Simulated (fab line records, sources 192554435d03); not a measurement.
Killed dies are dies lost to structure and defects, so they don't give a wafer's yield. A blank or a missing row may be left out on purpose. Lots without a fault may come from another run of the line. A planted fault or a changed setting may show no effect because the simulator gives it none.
One fault seen from 3 desks | flow n5_finfet | each desk has only its own numbers; what lay behind them comes last

THE DEFECT DESK
What the inspections along the route counted, lot by lot: means of the sampled wafers that have a number. A lot is out of limits, marked OUT, if its mean lies more than 4 standard deviations from the usual mean; the brackets give that distance.
Columns: A = raw_defect_count at N5_HKMG_FIN_INSPECT_61, usual 1.9
lot  | first seen here | A
L938 | day 4 00:43     | 1.0
L940 | day 4 11:39     | 2.3
L944 | day 5 19:27     | 1.3
L948 | day 6 11:56     | 1.7
L953 | day 7 15:23     | 4.7
L961 | day 9 17:57     | 2.0
This desk's finding: nothing out of limits on any of the 6 lots.

THE TOOL OWNER'S DESK: rie_diel-01
The tool's own readings at N5_HKMG_FIN_ETCH_55 (etches SOC in N2/H2, target depth 240 nm, time 300 s): means of the sampled wafers that have a number, for each lot that ran on this tool. A lot is out of limits, marked OUT, if its mean lies more than 4 standard deviations from the usual mean; the brackets give that distance.
Columns: A = bias_w at N5_HKMG_FIN_ETCH_55, usual 149.9 W; B = drypump_motor_current_A at N5_HKMG_FIN_ETCH_55, usual 5.6 A; C = oes_product_au at N5_HKMG_FIN_ETCH_55, usual 0.78 a.u.; D = rf_vpp_V at N5_HKMG_FIN_ETCH_55, usual 523.6 V; E = showerhead_plenum_p_Torr at N5_HKMG_FIN_ETCH_55, usual 2.54 Torr; F = throttle_valve_pct at N5_HKMG_FIN_ETCH_55, usual 17.62 %
lot  | first seen here | A               | B   | C    | D               | E    | F
L938 | day 4 00:50     | 149.7           | 5.1 | 0.75 | 525.2           | 2.60 | 17.85
L944 | day 5 19:34     | 135.1 (-31) OUT | 5.4 | 0.76 | 488.8 (-17) OUT | 2.58 | 17.79
L948 | day 6 12:10     | 135.3 (-31) OUT | 5.3 | 0.75 | 489.1 (-17) OUT | 2.53 | 17.68
This desk's finding: out of limits on L944, L948; first on L944, day 5 19:34 (bias_w at N5_HKMG_FIN_ETCH_55). In limits: L938.

THE METROLOGY DESK
What the gauges read, lot by lot, whatever tool the lot ran on: means of the sampled wafers that have a number. A lot is out of limits, marked OUT, if its mean lies more than 4 standard deviations from the usual mean; the brackets give that distance. Of its 12 readings 7 are shown: those that lie furthest out on some lot.
Columns: A = cd_nm at N5_HKMG_FIN_CD_MEAS_49, usual 202.4 nm; B = NDIPOLE_OVL at N5_HKMG_FIN_OVL_MEAS_50, usual 0.4 nm; C = IOFF_N at N5_BEOL_M4_RC_MEAS_101, usual 0.18 nA/um; D = ION_P at N5_BEOL_M4_RC_MEAS_101, usual 467 uA/um; E = SS_N at N5_BEOL_M4_RC_MEAS_101, usual 71.7 mV/dec; F = VT_N at N5_BEOL_M4_RC_MEAS_101, usual 249 mV; G = VT_P at N5_BEOL_M4_RC_MEAS_101, usual -248 mV
lot  | first seen here | A     | B    | C    | D   | E    | F   | G
L938 | day 4 00:40     | 201.9 | 0.7  | 0.20 | 464 | 72.3 | 249 | -245
L940 | day 4 11:36     | 202.8 | -0.4 | 0.19 | 472 | 71.7 | 245 | -246
L944 | day 5 19:23     | 202.7 | -0.1 | 0.19 | 482 | 71.6 | 247 | -243
L948 | day 6 11:53     | 202.4 | -0.4 | 0.16 | 461 | 71.6 | 250 | -249
L953 | day 7 15:20     | 202.4 | -0.1 | 0.14 | 467 | 71.0 | 253 | -249
L961 | day 9 17:54     | 201.7 | 1.7  | 0.24 | 470 | 72.5 | 244 | -246
This desk's finding: nothing out of limits on any of the 6 lots.

PUT TOGETHER
The tool owner's desk could have raised an alarm at day 5 19:34, on L944, L948.
The defect desk saw nothing out of limits.
The metrology desk saw nothing out of limits.
The defect desk has L944, L948 on record, within its limits.
The metrology desk has L944, L948 on record, within its limits.
Of the lots named, all ran N5_HKMG_FIN_ETCH_55 on rie_diel-01.

WHAT THE SIMULATOR HAD PUT IN
Process parameter drift: rie_diel-01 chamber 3, from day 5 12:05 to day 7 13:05, at N5_HKMG_FIN_ETCH_55. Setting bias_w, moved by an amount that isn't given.
Lots struck among those shown: L944, L948.
Hours from the fault's start to each desk's first reading out of limits: the tool owner's desk, 7.
